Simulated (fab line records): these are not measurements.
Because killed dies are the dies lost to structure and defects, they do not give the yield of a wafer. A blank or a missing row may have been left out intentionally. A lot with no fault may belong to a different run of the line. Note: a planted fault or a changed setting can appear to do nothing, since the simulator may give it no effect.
Which tool was responsible? -- flow nandHarc -- 11 lots with 33 wafers sampled at 6 steps, on a route of 1302 steps

== WHAT EACH GAUGE READ, for each wafer ==
NHARC_P_GATE_CD_MEAS_91: target cd 2000 nm. Usual: cdNm at 2000.1 nm, with a standard deviation of 1.5.
lot,measured,on,cdNm (nm),flag
L419,day 5 13:46,cdSem-03,2001.9 1998.4 2001.0,
L421,day 6 11:43,cdSem-02,1998.7 1999.2 1999.4,
L423,day 7 07:40,cdSem-01,- - -,OFF
L432,day 10 22:53,cdSem-01,1998.3 1998.6 2000.1,
L434,day 12 05:10,cdSem-02,2001.5 2000.5 1997.5,
L435,day 12 14:38,cdSem-02,1997.7 1998.8 1998.5,
L436,day 12 18:36,cdSem-01,1999.0 1998.4 2001.2,
L438,day 13 13:43,cdSem-02,2000.1 2002.4 2000.1,
L439,day 13 21:16,cdSem-03,2000.3 2001.8 2000.1,
L440,day 14 08:26,cdSem-03,1998.2 1999.0 2000.8,
L441,day 15 03:35,cdSem-01,2000.5 2000.6 2004.5,

NHARC_END_SORT_01. Usual: killedAtArray 59, standard deviation 16; killedAtOther 0.8, standard deviation 1.1; killedAtPeriphery 3.6, standard deviation 2.4; killedDies 64, standard deviation 16; killedOpen 3.4, standard deviation 1.8; killedShort 2.5, standard deviation 1.6.
lot,measured,on,killedAtArray,killedAtOther,killedAtPeriphery,killedDies,killedOpen,killedShort,flag
L423,day 25 18:37,prober-01,40 43 58,3 3 2,634 631 617,677 677 677,3 4 3,2 8 2,OFF

== WHAT TOOL EACH LOT RAN ON (gives the tool, then ch and the chambers of the sampled wafers, and finally the start) ==
lot,NHARC_P_GATE_ETCH_104,NHARC_P_GATE_ETCH_114,NHARC_P_GATE_STRIP_75,NHARC_P_GATE_EXPOSE_88
L419,"rieDiel-07 ch 0,2, day 4 22:40","rieDiel-07 ch 1,2,3, day 5 11:15 or earlier","plasmaAsher-02 ch 0,1, day 5 11:15","krfScanner-04 ch 0, day 5 13:37"
L421,"rieDiel-07 ch 0,3, day 5 20:45","rieDiel-07 ch 0,2,3, day 6 09:12 or earlier","plasmaAsher-01 ch 0,1, day 6 09:12","krfScanner-04 ch 0, day 6 11:34"
L423,"rieDiel-07 ch 1,2,3, day 6 16:31","rieDiel-07 ch 0,1,3, day 7 05:02 or earlier","plasmaAsher-02 ch 0,1, day 7 05:02","krfScanner-03 ch 0, day 7 07:31"
L432,"rieDiel-04 ch 0,1,3, day 10 07:53","rieDiel-04 ch 0,3, day 10 20:23 or earlier","plasmaAsher-02 ch 0,1, day 10 20:23","krfScanner-04 ch 0, day 10 22:44"
L434,"rieDiel-07 ch 1,2,3, day 11 14:03","rieDiel-07 ch 0,1, day 12 02:47 or earlier","plasmaAsher-01 ch 0,1, day 12 02:47","krfScanner-04 ch 0, day 12 05:01"
L435,"rieDiel-04 ch 0,1,3, day 11 23:41","rieDiel-04 ch 0,1, day 12 12:06 or earlier","plasmaAsher-02 ch 0,1, day 12 12:06","krfScanner-02 ch 0, day 12 14:28"
L436,"rieDiel-12 ch 0,1,2, day 12 03:38","rieDiel-12 ch 1,2,3, day 12 16:07 or earlier","plasmaAsher-01 ch 0,1, day 12 16:07","krfScanner-03 ch 0, day 12 18:26"
L438,"rieDiel-04 ch 1,2,3, day 12 22:40","rieDiel-04 ch 0,2,3, day 13 11:15 or earlier","plasmaAsher-01 ch 0,1, day 13 11:15","krfScanner-04 ch 0, day 13 13:33"
L439,"rieDiel-07 ch 2,3, day 13 05:53","rieDiel-07 ch 1,2, day 13 18:30 or earlier","plasmaAsher-02 ch 0,1, day 13 18:30","krfScanner-03 ch 0, day 13 21:07"
L440,"rieDiel-07 ch 1,2, day 13 17:23","rieDiel-07 ch 0,1, day 14 05:56 or earlier","plasmaAsher-01 ch 0,1, day 14 05:56","krfScanner-02 ch 0, day 14 08:17"
L441,"rieDiel-12 ch 0,1,3, day 14 12:32","rieDiel-12 ch 0,1, day 15 00:58 or earlier","plasmaAsher-02 ch 0,1, day 15 00:58","krfScanner-03 ch 0, day 15 03:26"
- NHARC_P_GATE_ETCH_104: etches the open film in CF4/CHF3, target depth 60 nm.
- NHARC_P_GATE_ETCH_114: etches the open film in CF4/O2, target depth 30 nm, overetch 3 nm, time 16.5 s.
- NHARC_P_GATE_STRIP_75: strips in O2.
- NHARC_P_GATE_EXPOSE_88: exposes mask P HVN, target cd 2000 nm.

== WHAT THE TOOLS THEMSELVES READ (means of the sampled wafers that have a number; where no wafer has one, the mark that the record gives instead) ==
NHARC_P_GATE_ETCH_104. Usual: drypumpMotorCurrentA 5.6 A, standard deviation 0.36; oesProductAu 0.945 a.u., standard deviation 0.022; rfVppV 370.2 V, standard deviation 2.3; showerheadPlenumPTorr 1.56 Torr, standard deviation 0.065; throttleValvePct 16.802 %, standard deviation 0.0089.
lot,tool,drypumpMotorCurrentA (A),oesProductAu (a.u.),rfVppV (V),showerheadPlenumPTorr (Torr),throttleValvePct (%),flag
L419,rieDiel-07,5.7,0.966,370.4,1.57,16.796,
L421,rieDiel-07,5.7,0.974,367.7,1.48,16.802,
L423,rieDiel-07,5.6,0.959,369.7,1.56,16.799,
L432,rieDiel-04,5.8,0.949,372.7,1.62,16.810,
L434,rieDiel-07,5.6,0.949,370.6,1.56,16.806,
L435,rieDiel-04,5.8,0.941,372.3,1.62,16.801,
L436,rieDiel-12,5.5,0.928,369.5,1.52,16.799,
L438,rieDiel-04,5.6,0.943,372.0,1.60,16.799,
L439,rieDiel-07,5.8,0.945,368.6,1.52,16.801,
L440,rieDiel-07,5.6,0.948,371.8,1.61,16.805,
L441,rieDiel-12,5.5,0.966,369.9,1.54,16.800,

NHARC_P_GATE_ETCH_114. Usual: drypumpMotorCurrentA 5.6 A, standard deviation 0.34; o2FlowSccm 20.00 sccm, standard deviation 0.066; oes_ar_750_au 1.001 a.u., standard deviation 0.0045; oes_o_777_au 1.000 a.u., standard deviation 0.0041; oesProductAu 0.995 a.u., standard deviation 0.0092; rfVppV 197.4 V, standard deviation 1.5; showerheadPlenumPTorr 1.31 Torr, standard deviation 0.057; throttleValvePct 13.398 %, standard deviation 0.0085.
lot,tool,drypumpMotorCurrentA (A),o2FlowSccm (sccm),oes_ar_750_au (a.u.),oes_o_777_au (a.u.),oesProductAu (a.u.),rfVppV (V),showerheadPlenumPTorr (Torr),throttleValvePct (%),flag
L419,rieDiel-07,5.6,19.98,0.998,1.001,0.994,197.7,1.33,13.395,
L421,rieDiel-07,5.7,19.99,0.999,1.000,0.991,196.6,1.29,13.403,
L423,rieDiel-07,5.6,20.02,1.001,0.996,0.997,197.2,1.29,13.400,
L432,rieDiel-04,5.8,20.02,0.999,1.000,1.007,197.5,1.36,13.388,
L434,rieDiel-07,5.6,20.00,1.000,0.997,0.996,197.2,1.29,13.401,
L435,rieDiel-04,5.7,20.04,0.998,0.999,0.999,198.4,1.39,13.397,
L436,rieDiel-12,5.7,19.96,1.004,1.000,0.992,196.5,1.27,13.405,
L438,rieDiel-04,5.7,20.02,0.995,1.002,1.005,198.6,1.37,13.390,
L439,rieDiel-07,5.6,19.94,1.002,1.000,0.991,199.0,1.37,13.396,
L440,rieDiel-07,5.4,20.00,1.003,0.998,0.990,197.1,1.32,13.401,
L441,rieDiel-12,5.6,20.04,1.003,1.003,0.988,196.9,1.29,13.398,

NHARC_P_GATE_STRIP_75. Usual: drypumpMotorCurrentA 6.0 A, standard deviation 0.39; heaterPowerW 335 W, standard deviation 25; rfReflPowerW 19 W, standard deviation 4.6.
lot,tool,drypumpMotorCurrentA (A),heaterPowerW (W),rfReflPowerW (W),flag
L419,plasmaAsher-02,6.2,329,19,
L421,plasmaAsher-01,5.7,349,20,
L423,plasmaAsher-02,6.4,348,20,
L432,plasmaAsher-02,6.1,326,20,
L434,plasmaAsher-01,5.7,344,19,
L435,plasmaAsher-02,6.4,341,20,
L436,plasmaAsher-01,5.7,342,20,
L438,plasmaAsher-01,5.7,328,15,
L439,plasmaAsher-02,6.1,324,20,
L440,plasmaAsher-01,5.7,334,20,
L441,plasmaAsher-02,6.1,326,20,

== THE ANSWER, worked out from the rows above alone ==
Rule: take the mean of a lot's wafers that have a number; if it is more than 3 standard deviations from the usual mean, the lot is off. A lot without any number at a reading at which 4 lots or more have one is off too. All remaining lots with rows at the step are treated as sound. After the gauges, taken in route order, come the tools' own readings; for these a lot's mean is taken, as printed above. At the first step where some lot is off, the reading lying furthest off is the one used; lots without a number count as furthest.
Off: L423, at NHARC_P_GATE_CD_MEAS_91 (cdNm). Without a number there: L423.
A tool fits if, at a process step before that reading, it ran every lot that is off, and no sound lot after the first of them. The gauges at NHARC_P_GATE_CD_MEAS_91 aren't tried: what is off there is off at NHARC_END_SORT_01 too, on other tools, and a gauge's error can't cause that. NHARC_P_GATE_ETCH_114 gives no start for some lots, so the hours and the order of its lots are those of NHARC_P_GATE_STRIP_75. Of those tried, none fits.

== WHAT THE SIMULATOR HAD PUT IN ==
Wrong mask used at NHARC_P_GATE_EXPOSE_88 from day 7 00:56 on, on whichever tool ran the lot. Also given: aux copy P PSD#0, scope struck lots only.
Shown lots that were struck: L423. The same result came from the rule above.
